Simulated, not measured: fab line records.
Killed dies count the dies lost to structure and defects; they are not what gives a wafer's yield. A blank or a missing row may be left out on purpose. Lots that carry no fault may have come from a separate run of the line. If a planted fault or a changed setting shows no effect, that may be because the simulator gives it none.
Problem report in the 8D (eight disciplines) form, filled by code    flow n5 finfet    the parts of the form that need people (team, actions taken, sign-off) are left out

== 1. WHAT IS WRONG ==
Mean of rf fwd power W at N5_BEOL_M9_ETCH_62: 1037.0 W across 2 wafers in 2 lots; on wafers with no fault it is 836.8 W (standard deviation 2.6). Relative to the usual mean, that is a shift of +77 standard deviations.
The step: etches SOC in N2/H2, target depth 110 nm, overetch 22 nm, time 165 s.
First observed at day 11 06:42: wafer L258.6, on rie diel-03. The record has a number at this step for 30 wafers belonging to 10 lots. Rule for "out", or "out of limits": more than 4 standard deviations from the usual mean. The rest of the wafers with a number are treated as sound.

== 2. WHAT IT IS, WHAT IT ISN'T ==
question                     is                        is not
which readings at this step  rf fwd power W, rf vpp V  drypump motor current A, oes product au, showerhead plenum p Torr, throttle valve pct
which lots                   L258, L259                L254, L265, L268, L269, L271, L272, L273, L276
which wafers of those lots   L258.6, L259.3            L258.1, L258.5, L259.1, L259.4
read on which tools          rie diel-03               rie diel-04, rie diel-05
when                         from day 11 06:42         up to then (5 sound wafers); but 23 sound wafers of L259, L265, L268, L269, L271, L272, L273, L276 came after

== 3. WHAT RULES OUT EACH SUSPECT ==
Counting: a tool at a process step up to the reading stays a suspect if it ran every lot that is out. Sound lots after the first of them don't rule it out here, since some wafers of a struck lot are sound.
- pvd sputter-02 at N5_BEOL_M9_HM_DEP_02 (deposits TiN, target thk 20 nm): kept. It ran every lot that is out, first L258 (day 11 05:51).
- rie diel-03 at N5_BEOL_M9_ETCH_61 (etches SiARC in CF4, target depth 39 nm, time 65 s): kept. It ran every lot that is out, first L258 (day 11 06:39); its last sound lot up to then is L254 (day 10 00:16).
- rie diel-03 at N5_BEOL_M9_ETCH_62 (etches SOC in N2/H2, target depth 110 nm, overetch 22 nm, time 165 s): kept. It ran every lot that is out, first L258 (day 11 06:42); its last sound lot up to then is L254 (day 10 00:19). Its own rf fwd power W, rf vpp V readings are out on those wafers.
- Within rie diel-03 at N5_BEOL_M9_ETCH_61: the wafers that are out ran in chamber 1; their sound lot-mates ran in chambers 2, 3.
- Within rie diel-03 at N5_BEOL_M9_ETCH_62: the wafers that are out ran in chamber 1; their sound lot-mates ran in chambers 2, 3.
Still standing after the count: pvd sputter-02 at N5_BEOL_M9_HM_DEP_02, rie diel-03 at N5_BEOL_M9_ETCH_61, rie diel-03 at N5_BEOL_M9_ETCH_62.

== 4. THE CAUSE (what the simulator had put in) ==
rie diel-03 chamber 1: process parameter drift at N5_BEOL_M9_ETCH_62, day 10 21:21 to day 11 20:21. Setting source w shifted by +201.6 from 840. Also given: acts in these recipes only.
3 suspects survive the count, and this tool is in that group.

== 5. SEQUENCE OF EFFECTS, ordered by route ==
Each row: a reading whose mean over the struck wafers that have a number lies more than 3 standard deviations from the usual. Only readings whose record carries a usual standard deviation are examined. hours: median over the lots of the time between each lot's start at the first step of this table that gives one and its start at this step. sigmas: the change, counted in usual standard deviations.
hours  step                reading         usual    on struck wafers  change  sigmas
0      N5_BEOL_M9_ETCH_62  rf fwd power W  836.8 W  1037.0            +200.2  +77
0      N5_BEOL_M9_ETCH_62  rf vpp V        523.9 V  490.1             -33.8   -14
Process steps it contains:
- N5_BEOL_M9_ETCH_62: etches SOC in N2/H2, target depth 110 nm, overetch 22 nm, time 165 s.

== 6. HOW IT WOULD HAVE BEEN CAUGHT EARLIER ==
9 hours passed between the start of the fault at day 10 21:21 and the first reading out of limits in this record, taken at day 11 06:42.
